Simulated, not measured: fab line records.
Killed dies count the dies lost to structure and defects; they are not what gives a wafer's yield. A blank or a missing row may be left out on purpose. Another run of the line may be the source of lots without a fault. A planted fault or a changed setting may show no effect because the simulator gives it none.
fab line records	flow n5Finfet
[record] lots = 24	wafers = 72	lastDay = 17
route steps=1938 shown BEOL_M0@749 BEOL_M1@766
lots untouched by any fault: they come from a run of this same line in which no faults occurred
startH: hours from the record's first day to the start of the lot's first wafer shown	waitH: hours from the lot's prior step to this one	" repeats the value in the row above	L1.1+2: one row covering several wafers at once	- value missing, or start not given	* or withheld: withheld	< > ~ a bound
route shown NAME@n: NAME is a module with steps in the file, n the number in the route of the first one	usual: mean/standard deviation taken from wafers without a fault	same: alike in all rows	chamber/n: place in a boat	sites: per-site readings	_std_site: the standard deviation of these	_edge_site: outer sites' mean less inner sites'	radiusMm: how far each site lies from the wafer's centre	mask NAME#n: copy n	behind: the most recent tool/chamber to have shaped the wafer	hold: what put the lot on hold/how long, in hours/how the hold closed	device: which transistor (n, p or np) failed to switch	end of line: tests of these same wafers at the route's end	where a step has no rows: the recipe by itself	killed: dies lost to structure and defects at the first sort, not the wafer's yield	map: shows each die of a wafer: x if killed, . if not, _ if none is there
set.NAME: setting as actually run; set.NAME@STEP: the setting as run at that earlier step	model.NAME: the simulator's own value behind a step, which no gauge read
route steps across a sampled set of lots; one table per step, one row per wafer
services: a tool's chamber out of use, with start hour (startH, from the record's first day; less than 0 if before it), hours out, and reason
[[steps]]
[step N5_BEOL_M0_RS_MEAS_126]
[recipe] thkMeasGauge = four-point-probe	reads = Co_of_BEOL_M0_CO_CAP_123+Cu_of_BEOL_M0_ECD_118+Co_of_BEOL_M0_CVD_115+TaN_of_BEOL_M0_ALD_136
[usual] M0_RS = 0.528/0.024
lot.wafer	tool	chamber	startH	waitH	M0_RS[ohm/sq]
L074.2	filmMetro-01	-	121.18	0.1	0.512
L074.3	"	-	"	"	0.511
L074.4	"	-	"	"	0.531
L075.1	filmMetro-01	-	128.99	0.0	0.495
L075.5	"	-	"	"	0.516
L075.6	"	-	"	"	0.504
L076.3	filmMetro-02	-	129.13	0.1	0.549
L076.4	"	-	"	"	0.554
L076.6	"	-	"	"	0.528
L077.3	filmMetro-02	-	141.53	0.1	0.556
L077.4	"	-	"	"	0.581
L077.6	"	-	"	"	0.559
L078.1	filmMetro-01	-	145.83	0.0	0.494
L078.5	"	-	"	"	0.477
L078.6	"	-	"	"	0.485
L079.2	filmMetro-01	-	151.01	0.1	0.514
L079.4	"	-	"	"	0.519
L079.6	"	-	"	"	0.530
L081.1	filmMetro-01	-	162.30	0.0	0.557
L081.2	"	-	"	"	0.576
L081.5	"	-	"	"	0.557
L080.4	filmMetro-01	-	162.55	0.0	0.521
L080.5	"	-	"	"	0.506
L080.6	"	-	"	"	0.521
L082.1	filmMetro-01	-	171.67	0.0	0.550
L082.3	"	-	"	"	0.528
L082.5	"	-	"	"	0.516
L083.1	filmMetro-02	-	172.17	0.0	0.527
L083.3	"	-	"	"	0.509
L083.5	"	-	"	"	0.513
L084.3	filmMetro-02	-	181.50	0.1	0.533
L084.4	"	-	"	"	0.530
L084.5	"	-	"	"	0.541
L085.1	filmMetro-02	-	186.93	0.1	0.519
L085.4	"	-	"	"	0.522
L085.5	"	-	"	"	0.543
L086.2	filmMetro-02	-	198.86	0.1	0.536
L086.5	"	-	"	"	0.543
L086.6	"	-	"	"	0.541
L088.2	filmMetro-01	-	200.65	0.1	0.534
L088.4	"	-	"	"	0.552
L088.6	"	-	"	"	0.527
L087.1	filmMetro-01	-	201.45	0.0	0.529
L087.4	"	-	"	"	0.514
L087.5	"	-	"	"	0.517
L089.2	filmMetro-02	-	211.59	0.1	0.540
L089.4	"	-	"	"	0.514
L089.6	"	-	"	"	0.521
L090.3	filmMetro-02	-	211.70	0.1	0.518
L090.5	"	-	"	"	0.504
L090.6	"	-	"	"	0.507
L091.1	filmMetro-02	-	217.53	0.0	0.476
L091.2	"	-	"	"	0.495
L091.6	"	-	"	"	0.468
L092.3	filmMetro-02	-	224.71	0.1	0.530
L092.4	"	-	"	"	0.525
L092.5	"	-	"	"	0.536
L093.2	filmMetro-02	-	232.78	0.1	0.512
L093.4	"	-	"	"	0.552
L093.5	"	-	"	"	0.488
L094.1	filmMetro-01	-	236.08	0.0	0.528
L094.2	"	-	"	"	0.564
L094.4	"	-	"	"	0.521
L095.1	filmMetro-02	-	238.31	0.0	0.557
L095.4	"	-	"	"	0.511
L095.5	"	-	"	"	0.500
L096.1	filmMetro-01	-	251.80	0.0	0.496
L096.2	"	-	"	"	0.511
L096.3	"	-	"	"	0.563
L097.1	filmMetro-01	-	260.50	0.0	0.566
L097.2	"	-	"	"	0.542
L097.6	"	-	"	"	0.538
[step N5_BEOL_M1_INSPECT_13]
[recipe] mode = adi	inspectInstrument = brightfield
[usual] rawDefectCount = 398/81
lot.wafer	tool	chamber	startH	waitH	rawDefectCount
L074.2	defectInspect-02	-	124.00	0.1	415
L074.3	"	-	"	"	303
L074.4	"	-	"	"	309
L075.1	defectInspect-02	-	130.14	0.1	476
L075.5	"	-	"	"	389
L075.6	"	-	"	"	422
L076.3	defectInspect-02	-	130.30	0.0	325
L076.4	"	-	"	"	342
L076.6	"	-	"	"	355
L077.3	defectInspect-01	-	143.47	0.0	557
L077.4	"	-	"	"	480
L077.6	"	-	"	"	346
L078.1	defectInspect-01	-	148.25	0.1	469
L078.5	"	-	"	"	393
L078.6	"	-	"	"	355
L079.2	defectInspect-01	-	152.61	0.0	351
L079.4	"	-	"	"	360
L079.6	"	-	"	"	469
L081.1	defectInspect-02	-	165.05	0.1	309
L081.2	"	-	"	"	312
L081.5	"	-	"	"	373
L080.4	defectInspect-01	-	165.35	0.0	381
L080.5	"	-	"	"	507
L080.6	"	-	"	"	452
L082.1	defectInspect-01	-	175.30	0.1	482
L082.3	"	-	"	"	397
L082.5	"	-	"	"	403
L083.1	defectInspect-02	-	175.34	0.1	431
L083.3	"	-	"	"	374
L083.5	"	-	"	"	320
L084.3	defectInspect-02	-	183.21	0.0	533
L084.4	"	-	"	"	361
L084.5	"	-	"	"	416
L085.1	defectInspect-02	-	187.97	0.1	359
L085.4	"	-	"	"	333
L085.5	"	-	"	"	433
L086.2	defectInspect-01	-	200.08	0.0	403
L086.5	"	-	"	"	515
L086.6	"	-	"	"	445
L088.2	defectInspect-01	-	202.77	0.0	522
L088.4	"	-	"	"	513
L088.6	"	-	"	"	493
L087.1	defectInspect-02	-	203.38	0.1	398
L087.4	"	-	"	"	484
L087.5	"	-	"	"	375
L089.2	defectInspect-02	-	214.26	0.0	405
L089.4	"	-	"	"	458
L089.6	"	-	"	"	621
L090.3	defectInspect-02	-	214.48	0.0	296
L090.5	"	-	"	"	359
L090.6	"	-	"	"	445
L091.1	defectInspect-02	-	218.99	0.1	341
L091.2	"	-	"	"	336
L091.6	"	-	"	"	275
L092.3	defectInspect-01	-	227.01	0.0	362
L092.4	"	-	"	"	420
L092.5	"	-	"	"	421
L093.2	defectInspect-02	-	235.30	0.0	379
L093.4	"	-	"	"	313
L093.5	"	-	"	"	382
L094.1	defectInspect-01	-	237.19	0.1	290
L094.2	"	-	"	"	330
L094.4	"	-	"	"	267
L095.1	defectInspect-02	-	241.86	0.1	453
L095.4	"	-	"	"	470
L095.5	"	-	"	"	359
L096.1	defectInspect-02	-	253.47	0.1	597
L096.2	"	-	"	"	370
L096.3	"	-	"	"	474
L097.1	defectInspect-02	-	262.70	0.1	283
L097.2	"	-	"	"	288
L097.6	"	-	"	"	390
[step N5_BEOL_M1_STRIP_66]
[recipe] chemistry = CF4	resist = SiARC	powerW = 300	biasPowerW = 75	pressureMtorr = 50	cf4FlowSccm = 150	rfFrequencyHz = 6e+07
[usual] drypumpMotorCurrentA = 5.8/0.47	oesProductAu = 0.77/0.058	rfVppV = 271.0/1.2	showerheadPlenumPTorr = 1.79/0.045	throttleValvePct = 13.53/0.22
lot.wafer	tool	chamber	startH	waitH	drypumpMotorCurrentA	oesProductAu	rfHoursCounterH	rfVppV	showerheadPlenumPTorr	throttleValvePct
L074.2	rieDiel-05	3	124.24	0.0	6.4	0.82	72	270.7	1.76	13.69
L074.3	"	2	"	"	5.8	0.83	78	271.8	1.83	13.39
L074.4	"	1	"	"	5.6	0.74	141	271.4	1.86	13.43
L075.1	rieDiel-02	3	130.38	0.0	5.4	0.75	147	269.9	1.77	13.67
L075.5	"	2	"	"	6.4	0.73	-	272.5	1.79	13.74
L075.6	"	3	"	"	5.4	0.75	-	270.3	1.77	13.67
L076.3	rieDiel-05	1	130.54	0.0	5.6	0.74	143	274.9	1.86	13.42
L076.4	"	1	"	"	5.6	0.75	-	271.9	1.86	13.45
L076.6	"	0	"	"	5.8	0.72	-	270.2	1.78	13.69
L077.3	rieDiel-03	2	143.71	0.0	5.7	0.70	221	271.5	1.86	13.77
L077.4	"	1	"	"	4.8	0.93	6	272.2	1.84	13.33
L077.6	"	3	"	"	6.6	0.81	-	272.8	1.83	13.43
L078.1	rieDiel-03	1	148.66	0.0	4.7	0.92	7	271.5	1.84	13.32
L078.5	"	0	"	"	5.3	0.84	-	269.7	1.74	13.39
L078.6	"	1	"	"	4.8	0.91	-	272.1	1.84	13.34
L079.2	rieDiel-05	1	153.42	0.0	5.6	0.74	153	273.0	1.86	13.46
L079.4	"	2	"	"	5.8	0.81	90	272.3	1.82	13.42
L079.6	"	2	"	"	5.9	0.82	-	270.3	1.82	13.40
L081.1	rieDiel-02	1	165.32	0.0	5.7	0.79	87	268.3	1.73	13.36
L081.2	"	3	"	"	5.4	0.74	157	271.9	1.77	13.69
L081.5	"	3	"	"	5.4	0.74	-	271.3	1.77	13.69
L080.4	rieDiel-05	2	165.82	0.0	5.9	0.80	93	272.1	1.82	13.41
L080.5	"	0	"	"	5.8	0.71	-	270.2	1.78	13.70
L080.6	"	3	"	"	6.4	0.81	-	268.8	1.76	13.70
L082.1	rieDiel-03	0	175.59	0.0	5.3	0.82	76	269.8	1.74	13.38
L082.3	"	2	"	"	5.8	0.70	230	271.5	1.85	13.77
L082.5	"	0	"	"	5.3	0.82	-	268.5	1.74	13.40
L083.1	rieDiel-05	1	175.62	0.0	5.6	0.73	158	271.2	1.86	13.46
L083.3	"	0	"	"	5.8	0.71	222	269.7	1.78	13.71
L083.5	"	1	"	"	5.7	0.73	-	274.3	1.86	13.45
L084.3	rieDiel-03	0	183.45	0.0	5.3	0.82	79	271.5	1.74	13.41
L084.4	"	2	"	"	5.7	0.70	233	271.5	1.85	13.79
L084.5	"	3	"	"	6.6	0.80	-	271.0	1.83	13.44
L085.1	rieDiel-02	0	188.33	0.0	5.4	0.86	49	269.8	1.73	12.96
L085.4	"	2	"	"	6.5	0.71	166	271.1	1.79	13.78
L085.5	"	1	"	"	5.7	0.79	-	270.1	1.73	13.37
L086.2	rieDiel-02	3	200.32	0.0	5.4	0.73	169	271.8	1.77	13.69
L086.5	"	3	"	"	5.4	0.73	-	272.6	1.77	13.72
L086.6	"	2	"	"	6.4	0.70	-	270.6	1.79	13.79
L088.2	rieDiel-02	0	203.01	0.0	5.4	0.86	55	271.2	1.73	12.97
L088.4	"	3	"	"	5.4	0.73	169	270.6	1.77	13.70
L088.6	"	1	"	"	5.7	0.79	-	269.9	1.73	13.39
L087.1	rieDiel-05	1	203.70	0.0	5.6	0.72	168	272.1	1.86	13.49
L087.4	"	3	"	"	6.4	0.80	92	268.9	1.76	13.73
L087.5	"	2	"	"	5.9	0.80	-	271.5	1.82	13.44
L089.2	rieDiel-03	2	214.50	0.0	5.7	0.69	236	271.5	1.85	13.80
L089.4	"	1	"	"	4.8	0.87	27	272.5	1.83	13.39
L089.6	"	0	"	"	5.3	0.81	-	270.7	1.74	13.42
L090.3	rieDiel-05	2	214.72	0.0	5.8	0.79	110	270.8	1.82	13.46
L090.5	"	0	"	"	5.8	0.71	-	269.5	1.78	13.74
L090.6	"	1	"	"	5.6	0.72	-	272.0	1.86	13.49
L091.1	rieDiel-02	0	219.23	0.0	5.4	0.85	59	270.3	1.73	12.96
L091.2	"	1	"	"	5.7	0.78	103	269.8	1.73	13.39
L091.6	"	1	"	"	5.7	0.78	-	270.9	1.73	13.40
L092.3	rieDiel-02	2	227.25	0.0	6.4	0.70	177	268.4	1.79	13.80
L092.4	"	1	"	"	5.7	0.78	105	269.8	1.73	13.42
L092.5	"	0	"	"	5.4	0.85	-	271.2	1.73	12.98
L093.2	rieDiel-05	1	236.18	0.0	5.6	0.73	180	272.3	1.85	13.51
L093.4	"	2	"	"	5.8	0.79	118	271.7	1.82	13.48
L093.5	"	2	"	"	5.9	0.78	-	270.6	1.82	13.47
L094.1	rieDiel-03	0	237.50	0.0	5.3	0.81	95	271.8	1.74	13.45
L094.2	"	3	"	"	6.6	0.79	105	272.5	1.83	13.51
L094.4	"	1	"	"	4.8	0.86	33	271.6	1.83	13.40
L095.1	rieDiel-05	3	242.10	0.0	6.4	0.79	101	269.8	1.75	13.77
L095.4	"	1	"	"	5.7	0.71	181	270.8	1.85	13.52
L095.5	"	1	"	"	5.7	0.72	-	271.7	1.85	13.51
L096.1	rieDiel-02	1	253.78	0.0	5.7	0.77	112	271.1	1.72	13.42
L096.2	"	2	"	"	6.4	0.70	184	270.2	1.78	13.82
L096.3	"	3	"	"	5.4	0.72	183	270.5	1.76	13.75
L097.1	rieDiel-05	1	262.96	0.0	5.7	0.71	188	272.5	1.85	13.53
L097.2	"	0	"	"	5.8	0.69	248	268.3	1.77	13.78
L097.6	"	3	"	"	6.4	0.78	-	270.0	1.75	13.76
[step N5_BEOL_M1_HM_OPEN_17]
[recipe] chemistry = Cl2/BCl3	targetDepthA = 200	overetchA = 60	target = TiN	maskMaterial = SOC	ionEnergyEv = 150	pressureMtorr = 10	icpW = 1000	biasW = 126	Cl2_flow_sccm = 53.25	bcl3FlowSccm = 21.75	Ar_flow_sccm = 25
[usual] drypumpMotorCurrentA = 5.6/0.35	oesProductAu = 0.73/0.085	throttleValvePct = 22.31/0.19
lot.wafer	tool	chamber	startH	waitH	drypumpMotorCurrentA	oesProductAu	rfHoursCounterH	throttleValvePct
L074.2	rieMetal-01	0	124.28	0.0	6.3	0.77	6	22.05
L074.3	"	1	"	"	5.6	0.80	-	22.42
L074.4	"	0	"	"	6.3	0.79	-	22.01
L075.1	rieMetal-01	1	130.42	0.0	5.5	0.79	2	22.40
L075.5	"	1	"	"	5.5	0.81	-	22.40
L075.6	"	0	"	"	6.2	0.77	-	22.04
L076.3	rieMetal-03	0	130.61	0.1	5.2	0.51	-	22.51
L076.4	"	1	"	"	5.5	0.80	-	22.48
L076.6	"	0	"	"	5.2	0.50	-	22.51
L077.3	rieMetal-03	1	143.79	0.1	5.6	0.78	-	22.48
L077.4	"	0	"	"	5.2	0.50	-	22.52
L077.6	"	0	"	"	5.2	0.50	-	22.52
L078.1	rieMetal-01	1	148.71	0.0	5.6	0.79	4	22.40
L078.5	"	1	"	"	5.6	0.78	-	22.42
L078.6	"	0	"	"	6.2	0.76	-	22.04
L079.2	rieMetal-03	1	153.46	0.0	5.6	0.77	8	22.50
L079.4	"	1	"	"	5.5	0.78	-	22.50
L079.6	"	1	"	"	5.5	0.79	-	22.50
L081.1	rieMetal-03	1	165.36	0.0	5.5	0.77	10	22.50
L081.2	"	0	"	"	5.2	0.50	135	22.51
L081.5	"	1	"	"	5.5	0.77	-	22.52
L080.4	rieMetal-01	0	165.89	0.1	6.2	0.75	-	22.04
L080.5	"	0	"	"	6.2	0.75	-	22.05
L080.6	"	1	"	"	5.5	0.77	-	22.42
L082.1	rieMetal-03	0	175.63	0.0	5.2	0.50	136	22.50
L082.3	"	0	"	"	5.2	0.49	-	22.53
L082.5	"	1	"	"	5.5	0.76	-	22.51
L083.1	rieMetal-01	0	175.66	0.0	6.3	0.75	12	22.05
L083.3	"	0	"	"	6.3	0.74	-	22.05
L083.5	"	1	"	"	5.6	0.76	-	22.44
L084.3	rieMetal-01	0	183.53	0.1	6.3	0.75	-	22.04
L084.4	"	1	"	"	5.5	0.76	-	22.42
L084.5	"	1	"	"	5.6	0.76	-	22.41
L085.1	rieMetal-01	0	188.37	0.0	6.2	0.75	13	22.03
L085.4	"	1	"	"	5.6	0.76	-	22.41
L085.5	"	1	"	"	5.5	0.77	-	22.40
L086.2	rieMetal-02	0	200.37	0.0	5.4	0.76	11	22.19
L086.5	"	1	"	"	5.6	0.68	-	22.09
L086.6	"	0	"	"	5.4	0.75	-	22.21
L088.2	rieMetal-03	1	203.05	0.0	5.6	0.75	15	22.52
L088.4	"	0	"	"	5.2	0.80	-	22.14
L088.6	"	1	"	"	5.6	0.75	-	22.51
L087.1	rieMetal-02	1	203.74	0.0	5.6	0.66	41	22.11
L087.4	"	1	"	"	5.6	0.66	-	22.10
L087.5	"	1	"	"	5.6	0.65	-	22.10
L089.2	rieMetal-03	1	214.54	0.0	5.5	0.73	16	22.52
L089.4	"	0	"	"	5.2	0.79	-	22.15
L089.6	"	0	"	"	5.2	0.80	-	22.14
L090.3	rieMetal-01	0	214.79	0.1	6.2	0.73	-	22.06
L090.5	"	0	"	"	6.2	0.72	-	22.05
L090.6	"	1	"	"	5.6	0.74	-	22.41
L091.1	rieMetal-03	1	219.27	0.0	5.5	0.74	16	22.54
L091.2	"	0	"	"	5.2	0.81	2	22.13
L091.6	"	0	"	"	5.2	0.80	-	22.14
L092.3	rieMetal-03	1	227.32	0.1	5.5	0.75	-	22.51
L092.4	"	0	"	"	5.2	0.79	-	22.12
L092.5	"	0	"	"	5.2	0.79	-	22.14
L093.2	rieMetal-03	0	236.22	0.0	5.2	0.78	3	22.14
L093.4	"	1	"	"	5.5	0.74	-	22.53
L093.5	"	0	"	"	5.2	0.79	-	22.15
L094.1	rieMetal-03	1	237.54	0.0	5.5	0.74	18	22.51
L094.2	"	0	"	"	5.2	0.79	4	22.15
L094.4	"	0	"	"	5.2	0.80	-	22.11
L095.1	rieMetal-03	0	242.14	0.0	5.2	0.78	4	22.14
L095.4	"	0	"	"	5.2	0.79	-	22.15
L095.5	"	1	"	"	5.5	0.74	-	22.52
L096.1	rieMetal-03	0	253.82	0.0	5.2	0.78	4	22.13
L096.2	"	1	"	"	5.5	0.74	19	22.52
L096.3	"	1	"	"	5.6	0.74	-	22.52
L097.1	rieMetal-02	0	263.01	0.0	5.4	0.71	16	22.25
L097.2	"	1	"	"	5.6	0.64	48	22.13
L097.6	"	0	"	"	5.4	0.72	-	22.24
[step N5_BEOL_M1_SPUTTER_79]
[recipe] material = Cu	targetThkA = 45	tempC = -20	chamberPressurePa = 0.07	powerW = withheld	timeS = 8.29
[usual] substrateTempC = -20.00/0.11	throttleValvePct = 30.0/1.2
lot.wafer	tool	chamber	startH	waitH	substrateTempC	throttleValvePct
L074.2	pvdSputter-02	-	130.58	0.1	-19.93	32.5
L074.3	"	-	"	"	-19.97	29.1
L074.4	"	-	"	"	-19.91	30.5
L075.1	pvdSputter-02	-	133.17	0.1	-20.02	32.2
L075.5	"	-	"	"	-20.23	30.4
L075.6	"	-	"	"	-20.12	32.0
L076.3	pvdSputter-03	-	135.36	0.1	-20.07	30.2
L076.4	"	-	"	"	-20.07	30.1
L076.6	"	-	"	"	-20.13	30.2
L077.3	pvdSputter-02	-	151.36	0.1	-20.01	27.8
L077.4	"	-	"	"	-19.95	30.5
L077.6	"	-	"	"	-19.97	30.5
L078.1	pvdSputter-01	-	156.29	0.1	-19.96	31.1
L078.5	"	-	"	"	-20.00	30.8
L078.6	"	-	"	"	-19.90	30.8
L079.2	pvdSputter-02	-	156.43	0.1	-20.02	30.7
L079.4	"	-	"	"	-19.94	29.0
L079.6	"	-	"	"	-20.05	32.3
L081.1	pvdSputter-03	-	176.41	0.1	-19.86	28.6
L081.2	"	-	"	"	-20.08	29.9
L081.5	"	-	"	"	-19.97	30.0
L080.4	pvdSputter-01	-	176.63	0.1	-19.95	29.3
L080.5	"	-	"	"	-20.07	29.0
L080.6	"	-	"	"	-20.06	30.4
L083.1	pvdSputter-01	-	185.00	0.1	-20.13	30.9
L083.3	"	-	"	"	-19.98	29.3
L083.5	"	-	"	"	-20.00	29.6
L082.1	pvdSputter-03	-	185.76	0.1	-19.81	30.3
L082.3	"	-	"	"	-20.08	29.9
L082.5	"	-	"	"	-19.88	30.2
L084.3	pvdSputter-02	-	187.68	0.1	-20.08	30.6
L084.4	"	-	"	"	-19.86	27.8
L084.5	"	-	"	"	-19.91	32.3
L085.1	pvdSputter-03	-	193.27	0.1	-20.02	30.2
L085.4	"	-	"	"	-20.04	28.5
L085.5	"	-	"	"	-19.97	29.9
L088.2	pvdSputter-01	-	208.30	0.1	-19.85	29.5
L088.4	"	-	"	"	-19.79	30.7
L088.6	"	-	"	"	-19.96	29.4
L086.2	pvdSputter-01	-	211.33	0.1	-20.06	30.5
L086.5	"	-	"	"	-20.09	31.2
L086.6	"	-	"	"	-20.09	29.3
L087.1	pvdSputter-02	-	213.31	0.1	-20.08	32.2
L087.4	"	-	"	"	-19.98	29.0
L087.5	"	-	"	"	-19.94	30.5
L089.2	pvdSputter-03	-	217.79	0.1	-19.87	28.4
L089.4	"	-	"	"	-20.19	30.1
L089.6	"	-	"	"	-20.25	30.1
L090.3	pvdSputter-03	-	219.63	0.1	-20.08	28.4
L090.5	"	-	"	"	-20.03	28.3
L090.6	"	-	"	"	-20.22	30.1
L092.3	pvdSputter-01	-	232.74	0.1	-20.20	29.7
L092.4	"	-	"	"	-19.88	31.1
L092.5	"	-	"	"	-19.78	30.8
L091.1	pvdSputter-03	-	232.81	0.1	-20.06	30.2
L091.2	"	-	"	"	-19.97	29.7
L091.6	"	-	"	"	-19.95	30.1
L093.2	pvdSputter-03	-	242.84	0.1	-19.93	29.9
L093.4	"	-	"	"	-19.95	30.2
L093.5	"	-	"	"	-19.94	29.8
L095.1	pvdSputter-02	-	246.49	0.1	-20.09	27.8
L095.4	"	-	"	"	-19.99	28.7
L095.5	"	-	"	"	-20.07	27.6
L094.1	pvdSputter-01	-	247.82	0.1	-20.16	29.0
L094.2	"	-	"	"	-20.15	30.7
L094.4	"	-	"	"	-19.82	29.4
L096.1	pvdSputter-02	-	264.13	0.1	-19.98	27.8
L096.2	"	-	"	"	-20.18	29.2
L096.3	"	-	"	"	-19.73	32.2
L097.1	pvdSputter-02	-	267.69	0.1	-19.99	30.5
L097.2	"	-	"	"	-19.99	27.6
L097.6	"	-	"	"	-19.88	30.4
[step N5_BEOL_M1_ANNEAL_82]
[recipe] tempC = 400	timeS = 240	ambient = vacuum
[usual] heaterPowerW = 815/44
lot.wafer	tool	chamber	startH	waitH	heaterPowerW
L074.2	pvdSputter-02	-	130.88	0.0	819
L074.3	"	-	"	"	781
L074.4	"	-	"	"	800
L075.1	pvdSputter-02	-	133.47	0.0	818
L075.5	"	-	"	"	772
L075.6	"	-	"	"	806
L076.3	pvdSputter-03	-	135.66	0.0	850
L076.4	"	-	"	"	831
L076.6	"	-	"	"	833
L077.3	pvdSputter-02	-	151.66	0.0	884
L077.4	"	-	"	"	793
L077.6	"	-	"	"	824
L078.1	pvdSputter-01	-	156.59	0.0	798
L078.5	"	-	"	"	790
L078.6	"	-	"	"	783
L079.2	pvdSputter-02	-	156.73	0.0	797
L079.4	"	-	"	"	793
L079.6	"	-	"	"	806
L081.1	pvdSputter-03	-	176.71	0.0	825
L081.2	"	-	"	"	870
L081.5	"	-	"	"	871
L080.4	pvdSputter-01	-	176.96	0.0	688
L080.5	"	-	"	"	854
L080.6	"	-	"	"	790
L083.1	pvdSputter-01	-	185.32	0.0	819
L083.3	"	-	"	"	675
L083.5	"	-	"	"	801
L082.1	pvdSputter-03	-	186.06	0.0	868
L082.3	"	-	"	"	826
L082.5	"	-	"	"	816
L084.3	pvdSputter-02	-	187.98	0.0	804
L084.4	"	-	"	"	854
L084.5	"	-	"	"	818
L085.1	pvdSputter-03	-	193.57	0.0	813
L085.4	"	-	"	"	829
L085.5	"	-	"	"	863
L088.2	pvdSputter-01	-	208.60	0.0	704
L088.4	"	-	"	"	789
L088.6	"	-	"	"	700
L086.2	pvdSputter-01	-	211.63	0.0	803
L086.5	"	-	"	"	799
L086.6	"	-	"	"	694
L087.1	pvdSputter-02	-	213.61	0.0	791
L087.4	"	-	"	"	781
L087.5	"	-	"	"	791
L089.2	pvdSputter-03	-	218.09	0.0	847
L089.4	"	-	"	"	828
L089.6	"	-	"	"	838
L090.3	pvdSputter-03	-	219.93	0.0	828
L090.5	"	-	"	"	832
L090.6	"	-	"	"	837
L092.3	pvdSputter-01	-	233.04	0.0	707
L092.4	"	-	"	"	807
L092.5	"	-	"	"	813
L091.1	pvdSputter-03	-	233.11	0.0	855
L091.2	"	-	"	"	835
L091.6	"	-	"	"	867
L093.2	pvdSputter-03	-	243.14	0.0	833
L093.4	"	-	"	"	841
L093.5	"	-	"	"	829
L095.1	pvdSputter-02	-	246.79	0.0	877
L095.4	"	-	"	"	773
L095.5	"	-	"	"	868
L094.1	pvdSputter-01	-	248.12	0.0	800
L094.2	"	-	"	"	791
L094.4	"	-	"	"	692
L096.1	pvdSputter-02	-	264.43	0.0	855
L096.2	"	-	"	"	784
L096.3	"	-	"	"	804
L097.1	pvdSputter-02	-	267.99	0.0	804
L097.2	"	-	"	"	863
L097.6	"	-	"	"	806
[[services]]
tool	chamber	startH	hours	kind
rieDiel-03	1	109.14	-	clean
rieDiel-03	1	109.14	-	consumableReplace:focusRing
rieDiel-03	1	109.14	17.6	scheduledDown
rieDiel-03	1	109.14	17.6	ventCycle
rieMetal-03	-	114.79	1.0	repair
rieDiel-02	3	119.31	7.9	repair
rieDiel-05	-	122.19	0.2	repair
rieMetal-01	-	128.24	0.1	repair
rieDiel-05	3	129.67	16.7	repair
rieMetal-03	-	138.89	0.6	repair
pvdSputter-01	-	150.27	1.8	repair
rieMetal-02	-	153.54	15.6	pm
rieDiel-05	-	159.80	1.1	repair
rieMetal-03	0	180.33	-	clean
rieMetal-03	0	180.33	12.5	scheduledDown
rieMetal-03	0	180.33	12.5	ventCycle
rieMetal-02	1	182.90	7.5	repair
rieDiel-03	2	189.48	14.7	repair
rieMetal-02	0	216.12	14.3	repair
rieMetal-02	1	247.14	1.0	repair
rieDiel-02	-	249.58	2.8	pm
rieMetal-01	1	257.34	21.6	repair
rieDiel-03	2	261.75	-	clean
rieDiel-03	2	261.75	-	consumableReplace:focusRing
[[key]]
fault none
